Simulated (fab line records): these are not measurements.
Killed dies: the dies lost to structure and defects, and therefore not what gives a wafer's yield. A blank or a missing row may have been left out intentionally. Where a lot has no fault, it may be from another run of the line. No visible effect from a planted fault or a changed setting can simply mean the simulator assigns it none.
Which tool did it? / flow nandHarc / 12 lots, 36 wafers sampled, at 5 steps of a route of 1302

## WHAT THE GAUGES SHOWED, per wafer
NHARC_END_SORT_01. Usual: killedAtArray 59, standard deviation 17; killedAtOther 0.9, standard deviation 1.6; killedAtPeriphery 3.7, standard deviation 2.3; killedDies 64, standard deviation 17; killedOpen 3.3, standard deviation 1.8; killedShort 2.4, standard deviation 1.6.
lot=L200; measured=day 27 20:43; on=prober-02; killedAtArray=39 668 67; killedAtOther=0 0 0; killedAtPeriphery=6 9 10; killedDies=45 677 77; killedOpen=1 3 3; killedShort=0 5 2; flag=OFF

## TOOL THAT RAN EACH LOT (tool first, then ch and the chambers of the sampled wafers, then the start)
lot=L192; NHARC_A_STAIRCASE_TRIM_14=rieDiel-09 ch 1,2,3, day 16 03:56 or earlier; NHARC_A_STAIRCASE_TRIM_18=rieDiel-09 ch 1,2, day 16 03:56 or earlier; NHARC_A_STAIRCASE_ETCH_19=rieDiel-09 ch 1,2, day 16 03:56 or earlier; NHARC_A_STAIRCASE_ETCH_23=rieDiel-06 ch 0,1,2, day 16 03:56
lot=L193; NHARC_A_STAIRCASE_TRIM_14=rieDiel-03 ch 2,3, day 16 04:04 or earlier; NHARC_A_STAIRCASE_TRIM_18=rieDiel-03 ch 0,1,2, day 16 04:04 or earlier; NHARC_A_STAIRCASE_ETCH_19=rieDiel-03 ch 2,3, day 16 04:04 or earlier; NHARC_A_STAIRCASE_ETCH_23=rieDiel-03 ch 0,1,2, day 16 04:04
lot=L196; NHARC_A_STAIRCASE_TRIM_14=rieDiel-06 ch 0,2, day 17 11:59 or earlier; NHARC_A_STAIRCASE_TRIM_18=rieDiel-06 ch 0,1,3, day 17 11:59 or earlier; NHARC_A_STAIRCASE_ETCH_19=rieDiel-06 ch 0,1, day 17 11:59 or earlier; NHARC_A_STAIRCASE_ETCH_23=rieDiel-09 ch 0,1,2, day 17 11:59
lot=L199; NHARC_A_STAIRCASE_TRIM_14=rieDiel-03 ch 1,2,3, day 18 12:23 or earlier; NHARC_A_STAIRCASE_TRIM_18=rieDiel-03 ch 2,3, day 18 12:23 or earlier; NHARC_A_STAIRCASE_ETCH_19=rieDiel-03 ch 0,1,2, day 18 12:23 or earlier; NHARC_A_STAIRCASE_ETCH_23=rieDiel-06 ch 0,3, day 18 12:23
lot=L200; NHARC_A_STAIRCASE_TRIM_14=rieDiel-09 ch 0,2,3, day 19 07:24 or earlier; NHARC_A_STAIRCASE_TRIM_18=rieDiel-09 ch 1,2,3, day 19 07:24 or earlier; NHARC_A_STAIRCASE_ETCH_19=rieDiel-09 ch 0,1,3, day 19 07:24 or earlier; NHARC_A_STAIRCASE_ETCH_23=rieDiel-09 ch 0,1,2, day 19 07:24
lot=L207; NHARC_A_STAIRCASE_TRIM_14=rieDiel-06 ch 0,2,3, day 21 21:25 or earlier; NHARC_A_STAIRCASE_TRIM_18=rieDiel-06 ch 0,3, day 21 21:25 or earlier; NHARC_A_STAIRCASE_ETCH_19=rieDiel-06 ch 2,3, day 21 21:25 or earlier; NHARC_A_STAIRCASE_ETCH_23=rieDiel-03 ch 1,2, day 21 21:25
lot=L206; NHARC_A_STAIRCASE_TRIM_14=rieDiel-03 ch 0,1,2, day 22 03:29 or earlier; NHARC_A_STAIRCASE_TRIM_18=rieDiel-03 ch 0,1,3, day 22 03:29 or earlier; NHARC_A_STAIRCASE_ETCH_19=rieDiel-03 ch 0,2, day 22 03:29 or earlier; NHARC_A_STAIRCASE_ETCH_23=rieDiel-03 ch 0,2,3, day 22 03:29
lot=L208; NHARC_A_STAIRCASE_TRIM_14=rieDiel-09 ch 0,1, day 22 11:40 or earlier; NHARC_A_STAIRCASE_TRIM_18=rieDiel-09 ch 1,2,3, day 22 11:40 or earlier; NHARC_A_STAIRCASE_ETCH_19=rieDiel-09 ch 0,3, day 22 11:40 or earlier; NHARC_A_STAIRCASE_ETCH_23=rieDiel-06 ch 0,2, day 22 11:40
lot=L209; NHARC_A_STAIRCASE_TRIM_14=rieDiel-03 ch 0,3, day 22 23:03 or earlier; NHARC_A_STAIRCASE_TRIM_18=rieDiel-03 ch 1,2,3, day 22 23:03 or earlier; NHARC_A_STAIRCASE_ETCH_19=rieDiel-03 ch 0,3, day 22 23:03 or earlier; NHARC_A_STAIRCASE_ETCH_23=rieDiel-06 ch 0,2, day 22 23:03
lot=L210; NHARC_A_STAIRCASE_TRIM_14=rieDiel-09 ch 0,3, day 22 23:22 or earlier; NHARC_A_STAIRCASE_TRIM_18=rieDiel-09 ch 1,2, day 22 23:22 or earlier; NHARC_A_STAIRCASE_ETCH_19=rieDiel-09 ch 0,2, day 22 23:22 or earlier; NHARC_A_STAIRCASE_ETCH_23=rieDiel-09 ch 0,3, day 22 23:22
lot=L214; NHARC_A_STAIRCASE_TRIM_14=rieDiel-03 ch 0,2,3, day 24 10:20 or earlier; NHARC_A_STAIRCASE_TRIM_18=rieDiel-03 ch 0,2,3, day 24 10:20 or earlier; NHARC_A_STAIRCASE_ETCH_19=rieDiel-03 ch 1,2,3, day 24 10:20 or earlier; NHARC_A_STAIRCASE_ETCH_23=rieDiel-09 ch 0,2,3, day 24 10:20
lot=L215; NHARC_A_STAIRCASE_TRIM_14=rieDiel-03 ch 0,1, day 25 07:18 or earlier; NHARC_A_STAIRCASE_TRIM_18=rieDiel-03 ch 1,3, day 25 07:18 or earlier; NHARC_A_STAIRCASE_ETCH_19=rieDiel-03 ch 0,2,3, day 25 07:18 or earlier; NHARC_A_STAIRCASE_ETCH_23=rieDiel-09 ch 0,2, day 25 07:18
- NHARC_A_STAIRCASE_TRIM_14: chemistry O2, time 211.2 s.
- NHARC_A_STAIRCASE_TRIM_18: chemistry O2, time 211.2 s.
- NHARC_A_STAIRCASE_ETCH_19: etches the open film in C4F8/O2, target depth 100 nm, time 40.5 s.
- NHARC_A_STAIRCASE_ETCH_23: etches the open film in C4F8/O2, target depth 100 nm, time 40.5 s.

## WHAT THE TOOLS THEMSELVES READ (means of the sampled wafers that have a number; where no wafer has one, the mark that the record gives instead)
NHARC_A_STAIRCASE_TRIM_14. Usual: drypumpMotorCurrentA 5.6 A, standard deviation 0.39; oesProductAu 1.000 a.u., standard deviation 0.01; rfVppV 57.8 V, standard deviation 0.94; showerheadPlenumPTorr 3.55 Torr, standard deviation 0.15; throttleValvePct 17.037 %, standard deviation 0.009.
lot=L192; tool=rieDiel-09; drypumpMotorCurrentA (A)=5.3; oesProductAu (a.u.)=1.000; rfVppV (V)=57.7; showerheadPlenumPTorr (Torr)=3.44; throttleValvePct (%)=17.036; flag=
lot=L193; tool=rieDiel-03; drypumpMotorCurrentA (A)=6.0; oesProductAu (a.u.)=1.001; rfVppV (V)=57.6; showerheadPlenumPTorr (Torr)=3.54; throttleValvePct (%)=17.039; flag=
lot=L196; tool=rieDiel-06; drypumpMotorCurrentA (A)=5.5; oesProductAu (a.u.)=0.988; rfVppV (V)=59.5; showerheadPlenumPTorr (Torr)=3.77; throttleValvePct (%)=17.034; flag=
lot=L199; tool=rieDiel-03; drypumpMotorCurrentA (A)=5.9; oesProductAu (a.u.)=0.998; rfVppV (V)=57.2; showerheadPlenumPTorr (Torr)=3.53; throttleValvePct (%)=17.043; flag=
lot=L200; tool=rieDiel-09; drypumpMotorCurrentA (A)=5.5; oesProductAu (a.u.)=1.014; rfVppV (V)=57.6; showerheadPlenumPTorr (Torr)=3.56; throttleValvePct (%)=17.035; flag=
lot=L207; tool=rieDiel-06; drypumpMotorCurrentA (A)=5.5; oesProductAu (a.u.)=0.998; rfVppV (V)=58.2; showerheadPlenumPTorr (Torr)=3.76; throttleValvePct (%)=17.026; flag=
lot=L206; tool=rieDiel-03; drypumpMotorCurrentA (A)=6.0; oesProductAu (a.u.)=0.998; rfVppV (V)=58.1; showerheadPlenumPTorr (Torr)=3.51; throttleValvePct (%)=17.040; flag=
lot=L208; tool=rieDiel-09; drypumpMotorCurrentA (A)=5.7; oesProductAu (a.u.)=1.002; rfVppV (V)=58.8; showerheadPlenumPTorr (Torr)=3.62; throttleValvePct (%)=17.033; flag=
lot=L209; tool=rieDiel-03; drypumpMotorCurrentA (A)=6.0; oesProductAu (a.u.)=0.991; rfVppV (V)=56.8; showerheadPlenumPTorr (Torr)=3.39; throttleValvePct (%)=17.040; flag=
lot=L210; tool=rieDiel-09; drypumpMotorCurrentA (A)=5.5; oesProductAu (a.u.)=1.006; rfVppV (V)=58.1; showerheadPlenumPTorr (Torr)=3.67; throttleValvePct (%)=17.041; flag=
lot=L214; tool=rieDiel-03; drypumpMotorCurrentA (A)=6.0; oesProductAu (a.u.)=0.993; rfVppV (V)=56.9; showerheadPlenumPTorr (Torr)=3.44; throttleValvePct (%)=17.043; flag=
lot=L215; tool=rieDiel-03; drypumpMotorCurrentA (A)=6.0; oesProductAu (a.u.)=0.989; rfVppV (V)=57.2; showerheadPlenumPTorr (Torr)=3.44; throttleValvePct (%)=17.034; flag=

NHARC_A_STAIRCASE_TRIM_18. Usual: drypumpMotorCurrentA 5.6 A, standard deviation 0.36; oesProductAu 1.001 a.u., standard deviation 0.011; rfVppV 57.9 V, standard deviation 0.93; showerheadPlenumPTorr 3.55 Torr, standard deviation 0.16; throttleValvePct 17.036 %, standard deviation 0.009.
lot=L192; tool=rieDiel-09; drypumpMotorCurrentA (A)=5.5; oesProductAu (a.u.)=0.999; rfVppV (V)=56.8; showerheadPlenumPTorr (Torr)=3.39; throttleValvePct (%)=17.038; flag=
lot=L193; tool=rieDiel-03; drypumpMotorCurrentA (A)=5.9; oesProductAu (a.u.)=1.004; rfVppV (V)=57.9; showerheadPlenumPTorr (Torr)=3.53; throttleValvePct (%)=17.037; flag=
lot=L196; tool=rieDiel-06; drypumpMotorCurrentA (A)=5.2; oesProductAu (a.u.)=0.998; rfVppV (V)=58.2; showerheadPlenumPTorr (Torr)=3.66; throttleValvePct (%)=17.028; flag=
lot=L199; tool=rieDiel-03; drypumpMotorCurrentA (A)=6.0; oesProductAu (a.u.)=1.000; rfVppV (V)=56.8; showerheadPlenumPTorr (Torr)=3.53; throttleValvePct (%)=17.047; flag=
lot=L200; tool=rieDiel-09; drypumpMotorCurrentA (A)=5.3; oesProductAu (a.u.)=1.010; rfVppV (V)=58.3; showerheadPlenumPTorr (Torr)=3.43; throttleValvePct (%)=17.035; flag=
lot=L207; tool=rieDiel-06; drypumpMotorCurrentA (A)=5.4; oesProductAu (a.u.)=0.993; rfVppV (V)=57.8; showerheadPlenumPTorr (Torr)=3.76; throttleValvePct (%)=17.033; flag=
lot=L206; tool=rieDiel-03; drypumpMotorCurrentA (A)=5.9; oesProductAu (a.u.)=0.993; rfVppV (V)=57.9; showerheadPlenumPTorr (Torr)=3.45; throttleValvePct (%)=17.034; flag=
lot=L208; tool=rieDiel-09; drypumpMotorCurrentA (A)=5.3; oesProductAu (a.u.)=1.002; rfVppV (V)=57.7; showerheadPlenumPTorr (Torr)=3.42; throttleValvePct (%)=17.037; flag=
lot=L209; tool=rieDiel-03; drypumpMotorCurrentA (A)=5.9; oesProductAu (a.u.)=0.995; rfVppV (V)=58.2; showerheadPlenumPTorr (Torr)=3.52; throttleValvePct (%)=17.035; flag=
lot=L210; tool=rieDiel-09; drypumpMotorCurrentA (A)=5.6; oesProductAu (a.u.)=1.013; rfVppV (V)=57.2; showerheadPlenumPTorr (Torr)=3.36; throttleValvePct (%)=17.030; flag=
lot=L214; tool=rieDiel-03; drypumpMotorCurrentA (A)=6.0; oesProductAu (a.u.)=0.990; rfVppV (V)=57.2; showerheadPlenumPTorr (Torr)=3.44; throttleValvePct (%)=17.040; flag=
lot=L215; tool=rieDiel-03; drypumpMotorCurrentA (A)=5.8; oesProductAu (a.u.)=0.993; rfVppV (V)=57.4; showerheadPlenumPTorr (Torr)=3.45; throttleValvePct (%)=17.043; flag=

NHARC_A_STAIRCASE_ETCH_19. Usual: oesProductAu 0.945 a.u., standard deviation 0.012; rfVppV 897 V, standard deviation 5.7; runLengthS 62.0 s, standard deviation 0.33.
lot=L192; tool=rieDiel-09; oesProductAu (a.u.)=0.947; rfVppV (V)=891; runLengthS (s)=62.4; flag=
lot=L193; tool=rieDiel-03; oesProductAu (a.u.)=0.950; rfVppV (V)=897; runLengthS (s)=61.9; flag=
lot=L196; tool=rieDiel-06; oesProductAu (a.u.)=0.936; rfVppV (V)=900; runLengthS (s)=62.3; flag=
lot=L199; tool=rieDiel-03; oesProductAu (a.u.)=0.954; rfVppV (V)=895; runLengthS (s)=62.1; flag=
lot=L200; tool=rieDiel-09; oesProductAu (a.u.)=0.962; rfVppV (V)=897; runLengthS (s)=61.9; flag=
lot=L207; tool=rieDiel-06; oesProductAu (a.u.)=0.946; rfVppV (V)=905; runLengthS (s)=62.1; flag=
lot=L206; tool=rieDiel-03; oesProductAu (a.u.)=0.938; rfVppV (V)=895; runLengthS (s)=62.2; flag=
lot=L208; tool=rieDiel-09; oesProductAu (a.u.)=0.939; rfVppV (V)=899; runLengthS (s)=61.8; flag=
lot=L209; tool=rieDiel-03; oesProductAu (a.u.)=0.940; rfVppV (V)=892; runLengthS (s)=62.0; flag=
lot=L210; tool=rieDiel-09; oesProductAu (a.u.)=0.957; rfVppV (V)=895; runLengthS (s)=61.7; flag=
lot=L214; tool=rieDiel-03; oesProductAu (a.u.)=0.938; rfVppV (V)=896; runLengthS (s)=61.9; flag=
lot=L215; tool=rieDiel-03; oesProductAu (a.u.)=0.939; rfVppV (V)=893; runLengthS (s)=62.1; flag=

NHARC_A_STAIRCASE_ETCH_23. Usual: oesProductAu 0.946 a.u., standard deviation 0.013; rfVppV 898 V, standard deviation 5.9; runLengthS 62.0 s, standard deviation 0.33.
lot=L192; tool=rieDiel-06; oesProductAu (a.u.)=0.942; rfVppV (V)=901; runLengthS (s)=62.1; flag=
lot=L193; tool=rieDiel-03; oesProductAu (a.u.)=0.955; rfVppV (V)=896; runLengthS (s)=62.0; flag=
lot=L196; tool=rieDiel-09; oesProductAu (a.u.)=0.952; rfVppV (V)=896; runLengthS (s)=61.8; flag=
lot=L199; tool=rieDiel-06; oesProductAu (a.u.)=0.955; rfVppV (V)=905; runLengthS (s)=62.3; flag=
lot=L200; tool=rieDiel-09; oesProductAu (a.u.)=0.956; rfVppV (V)=895; runLengthS (s)=58.5; flag=OFF
lot=L207; tool=rieDiel-03; oesProductAu (a.u.)=0.931; rfVppV (V)=898; runLengthS (s)=62.0; flag=
lot=L206; tool=rieDiel-03; oesProductAu (a.u.)=0.938; rfVppV (V)=893; runLengthS (s)=61.9; flag=
lot=L208; tool=rieDiel-06; oesProductAu (a.u.)=0.943; rfVppV (V)=904; runLengthS (s)=62.2; flag=
lot=L209; tool=rieDiel-06; oesProductAu (a.u.)=0.949; rfVppV (V)=903; runLengthS (s)=62.2; flag=
lot=L210; tool=rieDiel-09; oesProductAu (a.u.)=0.955; rfVppV (V)=901; runLengthS (s)=61.6; flag=
lot=L214; tool=rieDiel-09; oesProductAu (a.u.)=0.958; rfVppV (V)=897; runLengthS (s)=61.8; flag=
lot=L215; tool=rieDiel-09; oesProductAu (a.u.)=0.946; rfVppV (V)=893; runLengthS (s)=61.6; flag=

## THE ANSWER, worked out from the rows above alone
Rule: lot off if the mean of its wafers having a number is beyond 3 standard deviations from the usual mean. Also off: a lot with no number at a reading for which 4 or more lots have one. All remaining lots with rows at the step are treated as sound. After the gauges, taken in route order, come the tools' own readings; for these a lot's mean is taken, as printed above. The first step at which some lot is off is used, and at that step the reading that is off furthest; a lot without a number counts as furthest.
Off, at NHARC_END_SORT_01 on killedDies: L200. Neither off nor sound, because the step has no rows for them: L192, L193, L196, L199, L207, L206, L208, L209, L210, L214, L215.
A tool fits if, at a process step before that reading, it ran every lot that is off, and no sound lot after the first of them. Not tried: the gauges at NHARC_END_SORT_01; whatever is off there is also off at NHARC_A_STAIRCASE_ETCH_23, on other tools, and gauge error can't account for it. NHARC_A_STAIRCASE_TRIM_14: start missing for some lots; hours and lot order therefore follow NHARC_A_STAIRCASE_ETCH_23. NHARC_A_STAIRCASE_TRIM_18: start missing for some lots; hours and lot order therefore follow NHARC_A_STAIRCASE_ETCH_23. NHARC_A_STAIRCASE_ETCH_19: start missing for some lots; hours and lot order therefore follow NHARC_A_STAIRCASE_ETCH_23. One candidate fits, namely rieDiel-09 at NHARC_A_STAIRCASE_TRIM_14 and NHARC_A_STAIRCASE_TRIM_18 and NHARC_A_STAIRCASE_ETCH_19 and NHARC_A_STAIRCASE_ETCH_23. It ran no sound lot before its first lot that is off in this sample, so the start can't be narrowed down.

## WHAT WAS PUT IN BY THE SIMULATOR
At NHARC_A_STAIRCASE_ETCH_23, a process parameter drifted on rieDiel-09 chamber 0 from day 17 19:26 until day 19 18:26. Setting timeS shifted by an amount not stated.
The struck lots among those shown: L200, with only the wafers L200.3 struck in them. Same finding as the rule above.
